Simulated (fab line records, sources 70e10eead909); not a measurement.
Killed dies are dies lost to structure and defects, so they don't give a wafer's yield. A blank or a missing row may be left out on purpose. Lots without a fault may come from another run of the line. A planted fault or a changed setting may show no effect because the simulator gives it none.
fab line records | flow nand_harc
record lots=6 wafers=18 last_day=25
route steps=1159 shown A_CHANNEL_FILL_D1@507 A_STAIRCASE@519 END@1159
lots that met no fault: from a run of the same line without faults
start_h: hours from the record's first day to the start of the lot's first wafer shown | wait_h: hours since the lot's step before | " the same as in the row above | L1.1+2: a row that stands for several wafers | - no value, or no start given | * or withheld: withheld | < > ~ a bound
route shown NAME@n: a module of which the file shows steps, and the number in the route of the first | usual: mean/standard deviation of fault-free wafers | same: alike in all rows | chamber/n: place in a boat | sites: the reading at each site | _std_site: their standard deviation | _edge_site: outer sites' mean less inner sites' | radius_mm: how far each site lies from the wafer's centre | mask NAME#n: copy n | behind: the tool/chamber that last shaped the wafer | hold: why the lot was held/for how many hours/how that ended | device: the transistor (n, p or np) that didn't switch | end of line: the same wafers' tests at the end of the route | a step without rows: its recipe alone | killed: dies lost to structure and defects at the first sort, not the wafer's yield | map: a wafer's dies, x killed, . not, _ none there
set.NAME: the setting as run; set.NAME@STEP: as run at that earlier step | model.NAME: the simulator's own value behind a step, which no gauge read
lots at some steps of the route; a table a step, a row a wafer
services: from which hour (start_h, from the record's first day; less than 0 if before it) a tool's chamber was out of use, for how many hours, and why
## steps
# step NHARC_A_CHANNEL_FILL_D1_ALD_25
# recipe target_thk_a=600 pulse_time_s=10 ald_cycles=600 temp_c=300 material=SiOx
# usual heater_power_w=476/58 precursor_pulse_height_rel=1.005/0.021
# columns lot.wafer tool chamber start_h wait_h heater_power_w precursor_pulse_height_rel
L298.4 ald_hk-02 1 246.24 0.0 487 0.988
L298.3 " 0 248.09 1.9 485 1.014
L298.6 " 2 249.33 3.1 640 0.998
L299.4 ald_hk-02 0 263.83 0.7 480 1.004
L299.6 " 3 265.69 2.5 512 1.015
L299.5 " 0 " " 495 0.995
L309.1 ald_hk-04 2 303.21 0.1 420 1.031
L309.4 " 3 304.45 1.3 448 0.973
L309.5 " 3 309.40 6.2 450 0.988
L316.4 ald_hk-02 1 352.27 0.0 477 1.013
L316.2 " 2 " " 611 0.992
L316.3 " 3 " " 498 0.979
L314.2 ald_hk-04 0 352.27 0.1 452 0.979
L314.4 " 2 353.50 1.3 415 1.015
L314.6 " 1 355.34 3.1 503 0.959
L315.4 ald_hk-01 1 359.63 0.1 409 1.001
L315.1 " 2 " " 456 1.020
L315.2 " 3 " " 438 0.979
# step NHARC_A_CHANNEL_FILL_D1_ETCHBACK_08
# recipe target_depth_a=2200 time_s=110 c4f8_flow_sccm=20 ar_flow_sccm=withheld rf_w=600 bias_w=300 chemistry=C4F8
# usual chamber_pressure_mTorr=25.000/0.022 oes_product_au=0.94/0.033 rf_vpp_V=441.3/2.9
# columns lot.wafer tool chamber start_h wait_h chamber_pressure_mTorr oes_product_au rf_hours_counter_h rf_vpp_V
L298.3 rie_diel-02 0 - - 24.999 0.99 4 444.7
L298.4 " 1 " " 25.014 0.99 4 438.3
L298.6 " 3 " " 24.977 1.00 - 442.7
L299.4 rie_diel-02 2 - - 25.002 0.93 4 438.9
L299.5 " 0 " " 24.999 0.92 - 446.2
L299.6 " 1 " " 25.016 0.93 - 439.1
L309.1 rie_diel-10 0 - - 25.041 0.92 3 438.2
L309.4 " 2 " " 24.984 0.93 3 439.7
L309.5 " 3 " " 24.940 0.92 - 445.5
L314.2 rie_diel-02 1 - - 24.996 0.92 1 437.3
L314.4 " 3 " " 25.041 0.90 1 443.9
L314.6 " 1 " " 25.005 0.92 - 437.9
L316.2 rie_diel-03 3 - - 24.944 0.93 21 437.0
L316.3 " 0 " " 24.989 0.92 22 438.6
L316.4 " 1 " " 24.974 0.92 20 445.8
L315.1 rie_diel-10 3 - - 24.986 0.99 0 444.8
L315.4 " 0 " " 24.997 0.99 0 437.8
L315.2 " 1 " " 25.025 0.97 0 443.1
# step NHARC_A_CHANNEL_FILL_D1_STRIP_29
# recipe time_s=20 o2_flow_sccm=500 ar_flow_sccm=0 bias_w=0 chemistry=O2
# usual chamber_pressure_mTorr=60.01/0.058 drypump_motor_current_A=5.5/0.48 oes_product_au=0.997/0.012 rf_vpp_V=57.9/0.94 showerhead_plenum_p_Torr=3.55/0.16 throttle_valve_pct=17.037/0.009
# columns lot.wafer tool chamber start_h wait_h chamber_pressure_mTorr drypump_motor_current_A oes_product_au rf_hours_counter_h rf_vpp_V showerhead_plenum_p_Torr throttle_valve_pct
L298.4 rie_diel-02 1 - - 60.00 5.2 0.999 4 58.3 3.39 17.021
L298.3 " 2 " " 59.97 5.3 0.998 4 58.9 3.47 17.038
L298.6 " 2 " " 60.08 5.2 0.990 - 56.7 3.47 17.023
L299.4 rie_diel-02 1 - - 59.85 5.2 1.008 4 57.0 3.39 17.040
L299.5 " 1 " " 60.02 5.1 1.019 - 58.6 3.39 17.039
L299.6 " 2 " " 60.07 5.3 1.006 - 58.7 3.47 17.038
L309.4 rie_diel-10 3 - - 60.08 5.4 0.996 3 57.0 3.79 17.031
L309.1 " 1 " " 60.04 5.8 0.990 3 58.6 3.61 17.061
L309.5 " 0 " " 59.98 5.1 0.998 - 58.7 3.36 17.052
L314.2 rie_diel-02 2 - - 59.91 5.3 1.027 1 57.9 3.47 17.023
L314.4 " 3 " " 59.94 6.8 0.990 1 58.6 3.67 17.042
L314.6 " 2 " " 59.93 5.3 1.024 - 56.9 3.47 17.030
L316.3 rie_diel-03 1 - - 59.95 5.4 0.996 20 58.2 3.76 17.042
L316.4 " 2 " " 59.96 5.8 0.999 21 57.8 3.55 17.042
L316.2 " 3 " " 60.02 6.5 1.009 21 57.9 3.37 17.045
L315.2 rie_diel-10 1 - - 60.00 5.8 0.996 0 59.0 3.61 17.030
L315.4 " 3 " " 59.93 5.4 0.980 0 58.5 3.79 17.030
L315.1 " 0 " " 59.87 5.1 0.994 0 56.8 3.36 17.049
# step NHARC_A_CHANNEL_FILL_D1_PRECLEAN_30
# recipe time_s=30 chemistry=dHF
# step NHARC_A_CHANNEL_FILL_D1_SRD_31
# step NHARC_A_CHANNEL_FILL_D1_CVD_09
# recipe target_thk_a=1500 temp_c=620 pressure_mtorr=200 time_s=3000 material=poly-Si
# step NHARC_A_CHANNEL_FILL_D1_CMP_10
# recipe target_thk_nm=150
# usual motor_current_A=12.5/1.2 retaining_ring_pressure_frac=1.000/0.0056 time_to_endpoint_s=15/3.2
# columns lot.wafer tool chamber start_h wait_h motor_current_A retaining_ring_pressure_frac time_to_endpoint_s
L298.3 cmp-04 2 257.72 0.4 12.0 0.992 15
L298.4 " 3 " " 10.3 1.009 20
L298.6 " 1 " " 12.4 1.009 11
L299.4 cmp-04 0 274.67 0.4 11.2 1.000 12
L299.5 " 3 " " 9.7 0.985 17
L299.6 " 0 " " 11.3 0.994 12
L309.4 cmp-02 1 318.40 0.4 11.6 0.995 14
L309.1 " 0 " " 12.9 1.002 19
L309.5 " 1 " " 12.5 1.006 12
L316.3 cmp-02 2 363.53 0.4 12.3 1.002 13
L316.2 " 3 " " 12.3 1.004 13
L316.4 " 0 " " 12.2 1.000 15
L314.4 cmp-01 0 363.55 0.4 12.9 0.992 10
L314.2 " 2 " " 11.5 0.999 11
L314.6 " 3 " " 14.8 0.996 14
L315.1 cmp-04 0 371.14 0.5 11.0 1.006 14
L315.2 " 1 " " 11.9 1.001 12
L315.4 " 2 " " 12.1 0.990 16
# step NHARC_A_CHANNEL_FILL_D1_SRD_12
# step NHARC_A_CHANNEL_FILL_D1_RTA_24
# recipe temp_c=1000 time_s=5
# usual lamp_power_pct=32.1/0.84 lamp_zone_3_pct=32.1/0.84 lamp_zone_4_pct=32.1/0.84 lamp_zone_5_pct=32.1/0.84 wafer_temp_C_max=1004.0/1.6
# columns lot.wafer tool chamber start_h wait_h lamp_power_pct lamp_zone_3_pct lamp_zone_4_pct lamp_zone_5_pct wafer_temp_C_max
L298.3 rtp_anneal-01 0 258.18 0.1 33.0 33.0 33.1 33.0 1005.3
L298.4 " 0 " " 33.0 33.0 33.0 33.0 1006.2
L298.6 " 0 " " 33.0 33.1 33.0 33.0 1005.9
L299.4 rtp_anneal-01 0 275.31 0.3 33.1 33.1 33.1 33.1 1006.5
L299.5 " 0 " " 33.1 33.0 33.1 33.0 1006.2
L299.6 " 0 " " 33.1 33.1 33.0 33.0 1006.3
L309.1 rtp_anneal-02 0 318.82 0.0 31.4 31.3 31.4 31.3 1003.3
L309.4 " 0 " " 31.5 31.4 31.3 31.4 1003.3
L309.5 " 0 " " 31.3 31.3 31.3 31.4 1003.9
L316.2 rtp_anneal-01 0 363.97 0.1 33.0 33.0 33.1 33.0 1006.6
L316.3 " 0 " " 33.0 33.0 33.0 33.0 1005.2
L316.4 " 0 " " 33.1 33.1 33.0 33.0 1005.3
L314.2 rtp_anneal-01 0 364.14 0.2 33.0 33.0 33.1 33.0 1004.8
L314.4 " 0 " " 33.0 33.0 33.1 33.0 1006.5
L314.6 " 0 " " 33.0 33.0 33.1 33.1 1004.7
L315.1 rtp_anneal-02 0 371.54 0.0 31.3 31.4 31.3 31.4 1002.7
L315.2 " 0 " " 31.3 31.4 31.3 31.4 1002.0
L315.4 " 0 " " 31.4 31.4 31.4 31.4 1002.1
# step NHARC_A_CHANNEL_FILL_D1_INSPECT_13
# usual raw_defect_count=237/78
# columns lot.wafer tool chamber start_h wait_h raw_defect_count
L298.3 defect_inspect-01 - 258.32 0.1 197
L298.4 " - " " 315
L298.6 " - " " 112
L299.4 defect_inspect-01 - 275.43 0.1 228
L299.5 " - " " 161
L299.6 " - " " 197
L309.1 defect_inspect-02 - 319.03 0.2 173
L309.4 " - " " 210
L309.5 " - " " 201
L316.2 defect_inspect-02 - 364.14 0.1 196
L316.3 " - " " 246
L316.4 " - " " 255
L314.2 defect_inspect-02 - 364.31 0.1 202
L314.4 " - " " 377
L314.6 " - " " 193
L315.1 defect_inspect-02 - 371.74 0.2 438
L315.2 " - " " 347
L315.4 " - " " 188
# step NHARC_A_STAIRCASE_DEP_156
# recipe target_thk_a=500 temp_c=400 target_thk_nm=50 flow_sccm=200 rf_w=450 material=SiNx
# usual heater_power_outer_w=415/72 heater_power_w=715/100
# columns lot.wafer tool chamber start_h wait_h heater_power_outer_w heater_power_w
L298.3 pecvd-01 0 258.45 0.1 448 778
L298.4 " 1 " " 355 596
L298.6 " 2 " " 394 666
L299.6 pecvd-01 1 275.66 0.2 364 619
L299.5 " 2 " " 413 672
L299.4 " 0 " " 448 784
L309.1 pecvd-04 0 319.15 0.1 476 766
L309.5 " 1 " " 584 938
L309.4 " 2 " " 308 585
L316.3 pecvd-03 0 364.20 0.1 380 680
L316.2 " 2 " " 417 785
L316.4 " 2 " " 411 775
L314.2 pecvd-01 2 364.38 0.1 - -
L314.6 " 0 " " - -
L314.4 " 1 " " - -
L315.1 pecvd-03 2 371.81 0.1 - -
L315.2 " 1 " " - -
L315.4 " 2 " " - -
# step NHARC_A_STAIRCASE_DEHYDRATE_158
# recipe temp_c=150 time_s=120
# step NHARC_END_SORT_01
# recipe temp_c=25
# usual killed_at_array=27/11 killed_at_other=0.7/1.1 killed_at_periphery=3.6/2.4 killed_dies=32/11 killed_open=3.3/1.8 killed_short=2.1/1.5
# same gross_dies=677
# columns lot.wafer tool chamber start_h wait_h killed_at_array killed_at_other killed_at_periphery killed_dies killed_open killed_short
L299.4 prober-02 0 512.34 3.4 22 0 1 23 5 0
L299.5 prober-02 0 513.14 3.7 33 0 3 36 4 3
L299.6 prober-02 0 513.95 4.0 20 2 3 25 6 0
L314.2 prober-02 0 582.82 2.8 567 0 1 568 0 1
L314.4 prober-02 0 584.45 3.5 560 0 5 565 3 3
L314.6 prober-02 0 586.09 4.1 559 1 2 562 5 3
L315.1 prober-01 0 589.07 2.6 561 2 4 567 2 3
L315.2 prober-01 0 589.88 2.9 532 5 3 540 3 2
L315.4 prober-01 0 591.50 3.5 552 4 2 558 3 1
# killed by level:class
L299.4 A_CHANNEL_HOLE_D1:chamber_film_flake=10 A_CONTACT:chamber_film_flake=5 A_CONTACT:geometric_particle:open=3 A_STAIRCASE:chamber_film_flake=3 P_BONDPAD:geometric_particle:open=1 A_CHANNEL_FILL_D1:geometric_particle:open=1
L299.5 A_CHANNEL_HOLE_D1:chamber_film_flake=20 A_STAIRCASE:chamber_film_flake=4 A_CONTACT:geometric_particle:open=3 A_CONTACT:chamber_film_flake=3 P_M0:geometric_particle:short=1 P_M0:geometric_particle:open=1 A_SOURCE_PLATE:geometric_particle:short=1 A_WL_FILL:geometric_particle:short=1
L299.6 A_CHANNEL_HOLE_D1:chamber_film_flake=12 A_STAIRCASE:chamber_film_flake=2 A_CONTACT:chamber_film_flake=2 THIN_TSV:chamber_film_flake=2 P_CONTACT:geometric_particle:open=1 P_M0:geometric_particle:open=1 A_ONON_D1:geometric_particle:open=1 A_CHANNEL_FILL_D1:geometric_particle:open=1
L314.2 A_STAIRCASE:area_dep=541 A_SLIT:chamber_film_flake=14 A_CHANNEL_HOLE_D1:chamber_film_flake=7 A_CONTACT:chamber_film_flake=2 A_ONON_D1:geometric_particle:short=1 P_GATE:chamber_film_flake=1 A_STAIRCASE:chamber_film_flake=1 A_WL_FILL:chamber_film_flake=1
L314.4 A_STAIRCASE:area_dep=523 A_SLIT:chamber_film_flake=14 A_CHANNEL_HOLE_D1:chamber_film_flake=9 A_CONTACT:chamber_film_flake=5 A_WL_FILL:chamber_film_flake=3 P_M1:geometric_particle:open=2 A_M1:geometric_particle:short=2 P_M0:chamber_film_flake=2
L314.6 A_STAIRCASE:area_dep=526 A_SLIT:chamber_film_flake=10 A_CONTACT:chamber_film_flake=7 A_CHANNEL_HOLE_D1:chamber_film_flake=3 A_WL_FILL:chamber_film_flake=3 A_M1:chamber_film_flake=3 A_CONTACT:geometric_particle:open=2 P_GATE:geometric_particle:short=1
L315.1 A_STAIRCASE:area_dep=541 A_CHANNEL_HOLE_D1:chamber_film_flake=7 A_CONTACT:chamber_film_flake=4 A_CHANNEL_FILL_D1:chamber_film_flake=3 P_STI:chamber_film_flake=2 A_STAIRCASE:chamber_film_flake=2 THIN_TSV:chamber_film_flake=2 P_M0:geometric_particle:short=1
L315.2 A_STAIRCASE:area_dep=520 THIN_TSV:chamber_film_flake=5 A_CHANNEL_FILL_D1:chamber_film_flake=4 A_CONTACT:chamber_film_flake=3 P_CONTACT:geometric_particle:open=1 A_WL_FILL:geometric_particle:short=1 A_CONTACT:geometric_particle:open=1 A_BLC:geometric_particle:short=1
L315.4 A_STAIRCASE:area_dep=533 A_CHANNEL_HOLE_D1:chamber_film_flake=6 A_CONTACT:chamber_film_flake=5 THIN_TSV:chamber_film_flake=4 A_CHANNEL_FILL_D1:chamber_film_flake=3 P_M1:geometric_particle:open=1 A_CHANNEL_HOLE_D1:geometric_particle:open=1 A_WL_FILL:geometric_particle:short=1
# map L314.2 (x killed, . not)
____________x____________
_________.xxxxxx_________
_______xxxxxxxxxx._______
______..xx.xxxxxxxx______
_____.xxxxxxxxxxxxxx_____
____x.xxxxxxxxxxxxxxx____
____xxxxxxxxxxxxxxxx.____
___.xxxxxxxxxxxxxxxx.x___
___.xxxxxxxxxxxxxxxxxx___
__.xxxxxxxxxxxxxxx.x.xx__
__xx.xxxxxxxxxxxxxxxxxx__
_.xxxxxxxxxxxxxxxxxxxx.._
_..xxxxxxxxxxxxxxxxxxxxx_
_xx.xxxxxxxxxxxxxxxxxxxx_
_xxxxxxxxxxxxxxxxxxxxxx._
_xxxxxxxxxxxxxxxxxxxxx.._
.x.xxxxxxxxxxxxxxxxxxx.x.
x.xxxxxxxxxxxxxxxxxxxxxxx
x.xxxxxxxxxxxxxxxxxxxxxxx
xxxxxxxxxxxxxxxxxxxxx.xx.
.xxxxxxxxxxxxxxxxxxxxx..x
_xxx.xxxxxxxxxxxx.xxxxxx_
_xx.xxxxxxxxxxxxxxxxxxxx_
_...xx.xxxxx.xxxxxx.xxx._
_..xxxxxxxxxxxxx.xxxx..x_
_..xxxxxxxxxxxxxxxxx..xx_
__.xx.xxxxxxxxxxxx.xxxx__
__.xxx.xxxxxxxxxxx.xx.x__
___..xx.xx.xxxxxxxxxxx___
___..x.xxxxxxxxxxxxxxx___
____.x.x.xxxxx.xx..xx____
____xx.x...xxxx.x.xx.____
_____..x.x.x..x.x.xx_____
______.xx.x.x..xx.x______
_______..x...x.x.._______
_________..x..x._________
____________.____________
# map L315.1 (x killed, . not)
____________x____________
_________xxxxxxx_________
_______xxxxxxxxxxx_______
______xxxxxxxxxxxxx______
_____.xxxxxxxxxxxxxx_____
____xxxxxxxxxxxxxxxxx____
____xxxxxxxxxxxxxxxxx____
___xxxxxxxxxx.xxxxxxxx___
___xxxxxxxxxxxx.xxxx.x___
__xxx.xxxxx..xxx.xxxxxx__
__xxx.xxxxxx.xxxx.xxxxx__
_xxxxxx...x.xx.xxxxxxxxx_
_xxxxxxxx.xxxxx.x.xxxxxx_
_xxxx..xx.x.x.xxxxxxxxxx_
_xxxx.xxx.x..x..xxxxxxxx_
_xxxxxxx..x..xx.x.xxxxxx_
xxxxxxx.xx.x.x.xxx.xxxxxx
xxxx.xx..xxx..x..xxxxxxxx
xxxxxxx...xxx.xx.xxxx.xxx
xxxxxxxx..x.....xxxxxxxxx
xxxxxx.....x.x.x..xxxxxxx
_xxxxxxxx....x.xxxxxxxxx_
_xxx.x..xx.x.xx..x.xxxxx_
_xxxxxxx.x....x.x.xxxxxx_
_xxxxxxx.x.xx.xxxxxxxxxx_
_xxxxxxx...x...xxxxxxx.x_
__xxxxxxxxxx.xxxxxxxxxx__
__xxxx.xxxx.x.xx.xxxxxx__
___xxxxxxxx.xx.xxxxxxx___
___xxxxxxxxxxxxx.xxxxx___
____xxxxxxxxxxxxxx.xx____
____xxxxxxxxxxxxxxxxx____
_____xxxxxxxxxxxxxxx_____
______xxxxxxxxxxxxx______
_______xxxxxxxxxxx_______
_________xxxx.xx_________
____________x____________
## services
# columns tool chamber start_h hours kind
cmp-02 - 226.50 4.0 pm
ald_hk-01 - 228.79 10.0 pm
pecvd-04 - 230.87 0.7 repair
pecvd-01 - 237.32 13.0 pm
cmp-04 - 239.84 0.8 repair
rie_diel-03 1 250.35 7.0 repair
rie_diel-02 - 254.53 0.7 repair
cmp-01 - 277.74 4.0 pm
ald_hk-02 - 285.12 10.0 pm
pecvd-03 - 292.05 13.0 pm
rie_diel-03 - 298.17 0.8 repair
rie_diel-02 2 299.50 8.6 repair
rtp_anneal-02 - 300.00 12.0 pm
cmp-04 - 301.15 4.0 pm
cmp-01 - 311.70 6.7 repair
ald_hk-01 - 315.47 0.6 repair
cmp-02 - 323.24 3.2 repair
rie_diel-10 0 324.42 15.6 repair
rie_diel-02 - 327.70 9.0 pm
rie_diel-10 - 353.50 9.0 pm
pecvd-04 1 362.13 5.7 repair
ald_hk-04 - 365.27 10.0 pm
ald_hk-02 - 365.99 2.4 repair
cmp-04 - 366.37 0.5 repair
## key
first_sign step=NHARC_A_STAIRCASE_DEP_156 reading=tool_record direction=missing
effect step=NHARC_END_SORT_01 reading=killed_at_array direction=up sigmas=49 usual=27 struck=555
more_kills_born_at NHARC_A_STAIRCASE_DEP_156@pecvd-03=1594 NHARC_A_STAIRCASE_DEP_156@pecvd-01=1590
met_at NHARC_A_STAIRCASE_DEP_156
struck_wafers L314.2,L314.4,L314.6,L315.1,L315.2,L315.4
later_rows_left_out L314.2,L314.4,L314.6,L315.1,L315.2,L315.4
tester_left_out L314,L315
onset_between 275.66 364.38
fault kind=skipped_step_whole tool=pecvd-01,pecvd-03 chamber=- onset_h=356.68 steps=NHARC_A_STAIRCASE_DEP_156 scope=struck_lots_only
# tester_left_out: of these lots the tester's yield and bins aren't shown, on N5 and GAA mostly nor the transistor test; their killed dies are dies lost to structure and defects alone, not to doping, threshold or leakage, so they don't give the yield
# later_rows_left_out: the simulator's readings of these wafers behind a module that went badly wrong aren't trusted and aren't shown, but for the sort
